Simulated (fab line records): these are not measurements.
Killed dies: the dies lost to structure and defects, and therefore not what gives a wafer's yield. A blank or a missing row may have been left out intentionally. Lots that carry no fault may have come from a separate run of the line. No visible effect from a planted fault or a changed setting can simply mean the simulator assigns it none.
Comparing a struck lot with a sound one + flow nandHarc + 14 steps out of a route of 1159
Sound: these wafers, L751.3, L751.4, L751.6. Struck: wafer L762.2 (left out: L762.4, L762.6 of the same lot, which were not struck); the cause appears at the end.
For every step that has rows: the tool of each side, followed by ch and its chambers, followed by its first start. Under that, the readings that differ: sound wafers + struck wafers + difference of the means + sigmas: that difference in standard deviations of wafers without a fault.
alike: same words and numbers on both sides, and readings whose means sit less than 2 such deviations apart. not compared: any withheld reading, any reading some wafer has no value for, any bound like >300 that may hide the same value, and any number with overlapping values for which the record gives no deviation.
A row with sigmas, a row that says differs or no value, or rows on one side alone: a step with any of these is where the two part. Non-overlapping numbers with no deviation appear without sigmas and do not part them. A reading missing from all wafers of one side parts the sides only when that side holds two or more wafers.

NHARC_A_CONTACT_ETCH_139: etches the open film in C4F8/O2/Ar, time 137 s, target depth 590 nm.
  sound on harCapEtch-01 ch 0,1, day 21 01:03; struck on harCapEtch-02 ch 1, day 24 06:49
| reading             | sound | struck | difference                   | sigmas |
|---------------------|-------|--------|------------------------------|--------|
| rfHoursCounterH (h) | - - - | 39     | no value on the sound wafers |        |
  alike: chamberPressureMTorr, oesAirLineAu
NHARC_A_CONTACT_ETCH_92: etches the open film in CH3F/O2, target depth 40 nm, time 85.7 s.
  sound on rieDiel-05 ch 1,2, day 21 01:23; struck on rieDiel-06 ch 0, day 24 07:14
  alike: chamberPressureMTorr, drypumpMotorCurrentA, oesProductAu, rfVppV, showerheadPlenumPTorr, throttleValvePct
  not compared: rfHoursCounterH
then, 1 step without rows for these wafers: NHARC_A_CONTACT_ETCH_98 (etches the open film in C4F6/O2, target depth 20 nm, time 10 s).
NHARC_A_CONTACT_CD_MEAS_15:
  struck on cdSem-03, day 24 07:26; sound on cdSem-02, day 21 01:37
  alike: cdNm
then, 4 steps without rows for these wafers: NHARC_A_CONTACT_STRIP_107 (strips in N2/H2); NHARC_A_CONTACT_STRIP_108 (strips in CF4/CHF3); NHARC_A_CONTACT_STRIP_109 (strips in O2/COS); NHARC_A_CONTACT_ETCH_110 (etches the open film in CF4/O2, target depth 50 nm, overetch 5 nm, time 27.5 s).
NHARC_A_CONTACT_STRIP_26: strips in O2.
  sound on rieDiel-05 ch 0,2,3; struck on rieDiel-06 ch 0
  alike: chamberPressureMTorr, drypumpMotorCurrentA, oesProductAu, rfVppV, showerheadPlenumPTorr, throttleValvePct
  not compared: rfHoursCounterH
then, 1 step without rows for these wafers: NHARC_A_CONTACT_STRIP_27 (strips in post etch residue remover, time 600 s).
NHARC_A_CONTACT_ALD_18: deposits TiN, target thk 3 nm, pulse time 1 s, ald cycles 150.
  sound on aldMetal-03 ch 0,2, day 21 02:37; struck on aldMetal-02 ch 1, day 24 08:31
  alike: heaterPowerW, precursorPulseHeightRel, susceptorTempC
NHARC_A_CONTACT_CVD_19: deposits W, target thk 300 nm, time 802 s.
  sound on cvdW-01 ch 0,1; struck on cvdW-01 ch 1
  alike: heaterPowerW, throttleValvePct
  not compared: susceptorTempC
NHARC_A_CONTACT_CMP_20: polishes, t overpolish 30 s, target thk 300 nm.
  sound on cmp-04 ch 0,1,2, day 22 04:29; struck on cmp-04 ch 2, day 25 05:04
| reading             | sound    | struck | difference | sigmas |
|---------------------|----------|--------|------------|--------|
| timeToEndpointS (s) | 66 61 62 | 36     | -27        | -8     |
  alike: edgeZonePressureFrac, motorCurrentA, overpolishRunS
-- the record jumps here: 3 days lie between the struck wafers' starts before and after (it left off in module A_CONTACT and takes up again in module END, whose first step shown is number 1159 of the route) --
NHARC_END_SORT_01:
  sound on prober-01 ch 0, day 25 05:34; struck on prober-02 ch 0, day 28 07:02
  alike: killedAtArray, killedAtPeriphery, killedDies, killedOpen, killedShort

WHERE THEY PART
First at NHARC_A_CONTACT_ETCH_139; last, within this record, at NHARC_A_CONTACT_CMP_20. Later steps at which nothing parts them and some readings are alike: NHARC_END_SORT_01.

WHY: whatever the simulator had introduced
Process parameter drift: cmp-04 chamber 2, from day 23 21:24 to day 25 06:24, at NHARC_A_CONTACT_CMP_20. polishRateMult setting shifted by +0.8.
